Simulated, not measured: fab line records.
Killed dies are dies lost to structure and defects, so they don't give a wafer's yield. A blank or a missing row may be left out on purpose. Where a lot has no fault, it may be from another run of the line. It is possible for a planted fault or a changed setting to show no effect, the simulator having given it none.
fab line records / flow n5_finfet
[record] lots = 4 wafers = 12 last_day = 18
route steps=1938 shown BEOL_M12@1650 BEOL_M13@1659
lots with no fault: from the same line, run without faults
start_h: start of the lot's first displayed wafer, in hours after the record's first day / wait_h: time in hours since the lot's previous step / " repeats the value in the row above / L1.1+2: several wafers, shown together as one row / - no value, or no start given / * or withheld: withheld / < > ~ a bound
route shown NAME@n: NAME is a module with steps in the file, n the number in the route of the first one / usual: mean/standard deviation taken from wafers without a fault / same: alike in all rows / chamber/n: place in a boat / sites: the reading at each site / _std_site: the values' standard deviation / _edge_site: inner sites' mean taken away from outer sites' mean / radius_mm: for every site, how far away it sits from the centre of the wafer / mask NAME#n: copy n / behind: the most recent tool/chamber to have shaped the wafer / hold: reason for holding the lot/hours on hold/outcome of the hold / device: which transistor (n, p or np) failed to switch / end of line: tests run on the same wafers once the route is complete / for a step that has no rows: nothing shown but its recipe / killed: dies lost to structure and defects at the first sort, not the wafer's yield / map: per-die view of a wafer (x killed, . not killed, _ where there is no die)
set.NAME: the setting that was run; set.NAME@STEP: the one run at that earlier step / model.NAME: the simulator's own value behind a step, which no gauge read
lots seen at some steps along the route; tables by step, rows by wafer
services: the hour from which a tool's chamber was out of use, counted from the record's first day as start_h (under 0 if before that day), plus the number of hours and why
[[steps]]
[step N5_BEOL_M12_SPUTTER_45]
[recipe] material = Cu target_thk_a = 800 temp_c = -20 bias_v = 60 power_w = 26000 chamber_pressure_pa = 0.13 time_s = 13.33
[step N5_BEOL_M12_ECD_47]
[recipe] material = Cu target_thk_a = 7200
[step N5_BEOL_M12_ANNEAL_48]
[recipe] temp_c = 225 time_s = 90 ambient = N2
[step N5_BEOL_M12_CMP_49]
[recipe] stop_on = SiOC t_overpolish_s = 20.6 down_force_psi = 1 platen_rpm = 50 clearing_platen_down_force_psi = 1.5 clearing_platen_rpm = 50 post_cmp_clean = cu_alkaline target_thk_nm = 320 clearing_platen_pad_velocity_m_s = 0.99484 pad_velocity_m_s = 0.99484
[step N5_BEOL_M12_PRE_CLEAN_52]
[recipe] gas = NH3 time_s = 15 temp_c = withheld rf_power_w = 300
[step N5_BEOL_M12_DEP_53]
[recipe] material = SiCN target_thk_a = 300 temp_c = withheld precursor = 3MS/NH3 pressure_torr = 3 rf_w = 675 time_s = 10.5
[step N5_BEOL_M13_ILD_DEP_00]
[recipe] material = SiOC target_thk_a = 8379.2 temp_c = 350 precursor = DEMS/O2 pressure_torr = 5 rf_w = 500 time_s = 166.4
[step N5_BEOL_M13_COAT_58]
[recipe] resist = BARC temp_c = 205 time_s = 60 spin_rpm = 1500 resist_thk_nm = 89
[step N5_BEOL_M13_COAT_04]
[recipe] spin_rpm = 1625 resist_thk_nm = 400
[usual] chill_plate_temp_C = 23.00/0.11 spin_speed_rpm = 1625.0/0.96
lot.wafer=L989.3 tool=litho_track-03 chamber=0 start_h=313.47 wait_h=- chill_plate_temp_C=23.03 spin_speed_rpm=1625.1 model.coat_of_BEOL_M13_COAT_04.thk_nm=400.8
lot.wafer=L989.5 tool=litho_track-03 chamber=0 start_h=313.47 wait_h=- chill_plate_temp_C=23.00 spin_speed_rpm=1626.0 model.coat_of_BEOL_M13_COAT_04.thk_nm=400.6
lot.wafer=L989.6 tool=litho_track-03 chamber=0 start_h=313.47 wait_h=- chill_plate_temp_C=23.14 spin_speed_rpm=1624.0 model.coat_of_BEOL_M13_COAT_04.thk_nm=401.4
lot.wafer=L995.1 tool=litho_track-03 chamber=0 start_h=326.06 wait_h=- chill_plate_temp_C=23.04 spin_speed_rpm=1440.4 model.coat_of_BEOL_M13_COAT_04.thk_nm=427.4
lot.wafer=L995.3 tool=litho_track-03 chamber=0 start_h=326.06 wait_h=- chill_plate_temp_C=23.01 spin_speed_rpm=1441.4 model.coat_of_BEOL_M13_COAT_04.thk_nm=426.6
lot.wafer=L995.5 tool=litho_track-03 chamber=0 start_h=326.06 wait_h=- chill_plate_temp_C=23.03 spin_speed_rpm=1441.3 model.coat_of_BEOL_M13_COAT_04.thk_nm=426.8
lot.wafer=L993.3 tool=litho_track-03 chamber=0 start_h=331.69 wait_h=- chill_plate_temp_C=23.00 spin_speed_rpm=1440.8 model.coat_of_BEOL_M13_COAT_04.thk_nm=424.2
lot.wafer=L993.4 tool=litho_track-03 chamber=0 start_h=331.69 wait_h=- chill_plate_temp_C=22.94 spin_speed_rpm=1440.6 model.coat_of_BEOL_M13_COAT_04.thk_nm=423.8
lot.wafer=L993.6 tool=litho_track-03 chamber=0 start_h=331.69 wait_h=- chill_plate_temp_C=22.99 spin_speed_rpm=1442.9 model.coat_of_BEOL_M13_COAT_04.thk_nm=424.8
lot.wafer=L101.3 tool=litho_track-05 chamber=0 start_h=390.52 wait_h=- chill_plate_temp_C=22.94 spin_speed_rpm=1624.1 model.coat_of_BEOL_M13_COAT_04.thk_nm=398.6
lot.wafer=L101.5 tool=litho_track-05 chamber=0 start_h=390.52 wait_h=- chill_plate_temp_C=22.82 spin_speed_rpm=1624.9 model.coat_of_BEOL_M13_COAT_04.thk_nm=397.8
lot.wafer=L101.6 tool=litho_track-05 chamber=0 start_h=390.52 wait_h=- chill_plate_temp_C=23.03 spin_speed_rpm=1625.0 model.coat_of_BEOL_M13_COAT_04.thk_nm=399
[step N5_BEOL_M13_EBR_06]
[recipe] solvent = PGMEA ebr_width_mm = 1.5
[step N5_BEOL_M13_SOFTBAKE_05]
[recipe] temp_c = 130 time_s = 60
[step N5_BEOL_M13_EXPOSE_07]
[recipe] mask_id = V12 na = 0.93 source_shape = conventional sigma_outer = 0.6 polarization = unpolarized attpsm_phase_deg = 180 dose_mj = 24.8
[step N5_BEOL_M13_PEB_08]
[recipe] peb_temp_c = 130 peb_time_s = 90
[step N5_BEOL_M13_DEVELOP_09]
[recipe] develop_time_s = 45 rinse_liquid = diw dry = air_spin dev_temp_c = 21
[step N5_BEOL_M13_HARDBAKE_14]
[recipe] temp_c = 130 time_s = 120
[step N5_BEOL_M13_DESCUM_15]
[recipe] chemistry = O2 time_s = 7.9 source_power_w = 50 bias_power_w = 20 pressure_mtorr = 20 rf_frequency_hz = 2.712e+07 temp_c = 40 o2_flow_sccm = 225
[step N5_BEOL_M13_ETCH_59]
[recipe] chemistry = N2/H2 target = BARC target_depth_a = 890 overetch_a = 267 time_s = 67.9 ion_energy_ev = 200 pressure_mtorr = 30 source_w = 840 bias_w = 150 n2_flow_sccm = 200 h2_flow_sccm = 200
[step N5_BEOL_M13_VIA_ETCH_16]
[recipe] chemistry = C4F8/O2/Ar target = SiOC pressure_mtorr = 30 source_w = 3000 bias_w = 700 Ar_flow_sccm = 400 C4F8_flow_sccm = 15 O2_flow_sccm = 8 he_inner_torr = 15 he_outer_torr = 30 target_depth_a = 9217 time_s = withheld ion_energy_ev = 250 ends = cleared
[usual] drypump_motor_current_A = 5.9/0.6 oes_product_au = 0.69/0.056 rf_vpp_V = 664.6/2.8 showerhead_plenum_p_Torr = 3.38/0.092 throttle_valve_pct = 24.24/0.23
lot.wafer=L989.3 tool=rie_diel-06 chamber=1 start_h=313.91 wait_h=0.0 drypump_motor_current_A=6.0 oes_product_au=0.62 rf_vpp_V=668.4 showerhead_plenum_p_Torr=3.49 throttle_valve_pct=24.46 model.coat_of_BEOL_M13_COAT_04.thk_nm=71.8
lot.wafer=L989.5 tool=rie_diel-06 chamber=2 start_h=313.91 wait_h=0.0 drypump_motor_current_A=5.7 oes_product_au=0.67 rf_vpp_V=661.1 showerhead_plenum_p_Torr=3.25 throttle_valve_pct=24.25 model.coat_of_BEOL_M13_COAT_04.thk_nm=66.2
lot.wafer=L989.6 tool=rie_diel-06 chamber=1 start_h=313.91 wait_h=0.0 drypump_motor_current_A=6.0 oes_product_au=0.62 rf_vpp_V=669.5 showerhead_plenum_p_Torr=3.49 throttle_valve_pct=24.47 model.coat_of_BEOL_M13_COAT_04.thk_nm=66.8
lot.wafer=L995.1 tool=rie_diel-02 chamber=1 start_h=326.50 wait_h=0.0 drypump_motor_current_A=6.4 oes_product_au=0.64 rf_vpp_V=668.7 showerhead_plenum_p_Torr=3.50 throttle_valve_pct=23.82 model.coat_of_BEOL_M13_COAT_04.thk_nm=98.4
lot.wafer=L995.3 tool=rie_diel-02 chamber=0 start_h=326.50 wait_h=0.0 drypump_motor_current_A=5.4 oes_product_au=0.74 rf_vpp_V=666.3 showerhead_plenum_p_Torr=3.41 throttle_valve_pct=23.91 model.coat_of_BEOL_M13_COAT_04.thk_nm=101.4
lot.wafer=L995.5 tool=rie_diel-02 chamber=1 start_h=326.50 wait_h=0.0 drypump_motor_current_A=6.4 oes_product_au=0.64 rf_vpp_V=668.4 showerhead_plenum_p_Torr=3.50 throttle_valve_pct=23.80 model.coat_of_BEOL_M13_COAT_04.thk_nm=88.4
lot.wafer=L993.3 tool=rie_diel-06 chamber=2 start_h=332.25 wait_h=0.0 drypump_motor_current_A=5.7 oes_product_au=0.65 rf_vpp_V=662.2 showerhead_plenum_p_Torr=3.25 throttle_valve_pct=24.26 model.coat_of_BEOL_M13_COAT_04.thk_nm=92.6
lot.wafer=L993.4 tool=rie_diel-06 chamber=0 start_h=332.25 wait_h=0.0 drypump_motor_current_A=6.5 oes_product_au=0.76 rf_vpp_V=668.5 showerhead_plenum_p_Torr=3.46 throttle_valve_pct=24.06 model.coat_of_BEOL_M13_COAT_04.thk_nm=92.4
lot.wafer=L993.6 tool=rie_diel-06 chamber=3 start_h=332.25 wait_h=0.0 drypump_motor_current_A=4.9 oes_product_au=0.63 rf_vpp_V=663.9 showerhead_plenum_p_Torr=3.41 throttle_valve_pct=24.37 model.coat_of_BEOL_M13_COAT_04.thk_nm=98.4
lot.wafer=L101.3 tool=rie_diel-04 chamber=3 start_h=391.14 wait_h=0.0 drypump_motor_current_A=5.6 oes_product_au=0.66 rf_vpp_V=661.0 showerhead_plenum_p_Torr=3.27 throttle_valve_pct=24.37 model.coat_of_BEOL_M13_COAT_04.thk_nm=69.8
lot.wafer=L101.5 tool=rie_diel-04 chamber=0 start_h=391.14 wait_h=0.0 drypump_motor_current_A=6.0 oes_product_au=0.75 rf_vpp_V=662.4 showerhead_plenum_p_Torr=3.33 throttle_valve_pct=24.22 model.coat_of_BEOL_M13_COAT_04.thk_nm=67
lot.wafer=L101.6 tool=rie_diel-04 chamber=1 start_h=391.14 wait_h=0.0 drypump_motor_current_A=5.1 oes_product_au=0.71 rf_vpp_V=666.0 showerhead_plenum_p_Torr=3.42 throttle_valve_pct=24.26 model.coat_of_BEOL_M13_COAT_04.thk_nm=63.6
[step N5_BEOL_M13_STRIP_63]
[recipe] chemistry = N2/H2 power_w = 1000 temp_c = 250 h2_frac = 0.65 overash_fraction = 0.3 pressure_mtorr = 1000 n2_flow_sccm = 1750 h2_flow_sccm = 3250
[usual] drypump_motor_current_A = 6.08/0.12 heater_power_w = 318/31 oes_product_au = 0.673/0.0051 strip_time_to_endpoint_s = 27.4/1.1
lot.wafer=L989.3 tool=plasma_asher-02 chamber=0 start_h=314.18 wait_h=- drypump_motor_current_A=6.01 heater_power_w=287 oes_product_au=0.674 rf_hours_counter_h=- strip_time_to_endpoint_s=28.2
lot.wafer=L989.5 tool=plasma_asher-02 chamber=0 start_h=314.18 wait_h=- drypump_motor_current_A=6.03 heater_power_w=291 oes_product_au=0.668 rf_hours_counter_h=- strip_time_to_endpoint_s=26.5
lot.wafer=L989.6 tool=plasma_asher-02 chamber=1 start_h=314.18 wait_h=- drypump_motor_current_A=6.16 heater_power_w=345 oes_product_au=0.671 rf_hours_counter_h=- strip_time_to_endpoint_s=26.7
lot.wafer=L995.1 tool=plasma_asher-02 chamber=0 start_h=327.42 wait_h=- drypump_motor_current_A=5.99 heater_power_w=287 oes_product_au=0.692 rf_hours_counter_h=138 strip_time_to_endpoint_s=35.8
lot.wafer=L995.3 tool=plasma_asher-02 chamber=0 start_h=327.42 wait_h=- drypump_motor_current_A=6.00 heater_power_w=297 oes_product_au=0.685 rf_hours_counter_h=- strip_time_to_endpoint_s=36.6
lot.wafer=L995.5 tool=plasma_asher-02 chamber=1 start_h=327.42 wait_h=- drypump_motor_current_A=6.13 heater_power_w=333 oes_product_au=0.675 rf_hours_counter_h=- strip_time_to_endpoint_s=33.0
lot.wafer=L993.3 tool=plasma_asher-02 chamber=1 start_h=332.51 wait_h=- drypump_motor_current_A=6.14 heater_power_w=341 oes_product_au=0.680 rf_hours_counter_h=- strip_time_to_endpoint_s=34.2
lot.wafer=L993.4 tool=plasma_asher-02 chamber=0 start_h=332.51 wait_h=- drypump_motor_current_A=6.03 heater_power_w=289 oes_product_au=0.682 rf_hours_counter_h=- strip_time_to_endpoint_s=34.1
lot.wafer=L993.6 tool=plasma_asher-02 chamber=1 start_h=332.51 wait_h=- drypump_motor_current_A=6.13 heater_power_w=346 oes_product_au=0.685 rf_hours_counter_h=- strip_time_to_endpoint_s=35.8
lot.wafer=L101.3 tool=plasma_asher-01 chamber=1 start_h=391.39 wait_h=- drypump_motor_current_A=5.97 heater_power_w=358 oes_product_au=0.680 rf_hours_counter_h=- strip_time_to_endpoint_s=27.6
lot.wafer=L101.5 tool=plasma_asher-01 chamber=0 start_h=391.39 wait_h=- drypump_motor_current_A=6.26 heater_power_w=287 oes_product_au=0.670 rf_hours_counter_h=- strip_time_to_endpoint_s=26.7
lot.wafer=L101.6 tool=plasma_asher-01 chamber=1 start_h=391.39 wait_h=- drypump_motor_current_A=5.96 heater_power_w=358 oes_product_au=0.669 rf_hours_counter_h=- strip_time_to_endpoint_s=25.7
[step N5_BEOL_M13_STRIP_64]
[recipe] chemistry = N2/H2 power_w = 1000 temp_c = 250 h2_frac = 0.65 overash_fraction = 0.3 pressure_mtorr = withheld n2_flow_sccm = 1750 h2_flow_sccm = 3250
[[services]]
tool=rie_diel-06 chamber=3 start_h=296.14 hours=2.1 kind=repair
tool=plasma_asher-01 chamber=- start_h=319.35 hours=22.0 kind=repair
tool=litho_track-05 chamber=- start_h=321.09 hours=- kind=consumable_replace:filter
tool=plasma_asher-02 chamber=- start_h=325.92 hours=1.3 kind=repair
tool=rie_diel-02 chamber=2 start_h=333.65 hours=4.7 kind=repair
tool=rie_diel-04 chamber=2 start_h=352.44 hours=- kind=clean
tool=rie_diel-04 chamber=2 start_h=352.44 hours=- kind=consumable_replace:focus_ring
tool=rie_diel-04 chamber=2 start_h=352.44 hours=- kind=consumable_replace:showerhead
tool=rie_diel-04 chamber=2 start_h=352.44 hours=16.8 kind=scheduled_down
tool=rie_diel-04 chamber=2 start_h=352.44 hours=16.8 kind=vent_cycle
tool=rie_diel-06 chamber=1 start_h=373.44 hours=- kind=clean
tool=rie_diel-06 chamber=1 start_h=373.44 hours=- kind=consumable_replace:focus_ring
tool=rie_diel-06 chamber=1 start_h=373.44 hours=28.9 kind=scheduled_down
tool=rie_diel-06 chamber=1 start_h=373.44 hours=28.9 kind=vent_cycle
[[key]]
[first_sign] step = N5_BEOL_M13_COAT_04 reading = spin_speed_rpm direction = down sigmas = 99+ usual = * struck = *
[effect] step = N5_BEOL_M13_STRIP_63 reading = strip_time_to_endpoint_s direction = up sigmas = 7 usual = * struck = *
[model_effect] step = N5_BEOL_M13_COAT_04 value = coat_of_BEOL_M13_COAT_04.thk_nm without = 400.8 struck = 425.6
[model_effect] step = N5_BEOL_M13_VIA_ETCH_16 value = coat_of_BEOL_M13_COAT_04.thk_nm without = 70.53 struck = 95.27
met_at N5_BEOL_M13_COAT_04
struck_wafers L993.3,L993.4,L993.6,L995.1,L995.3,L995.5
onset_between 313.47 326.06
[fault] kind = process_parameter_drift tool = litho_track-03 chamber = - onset_h = 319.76 steps = N5_BEOL_M13_COAT_04 channel = spin_rpm offset = * shape = step end_h = 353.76 acts_in = * stated = *
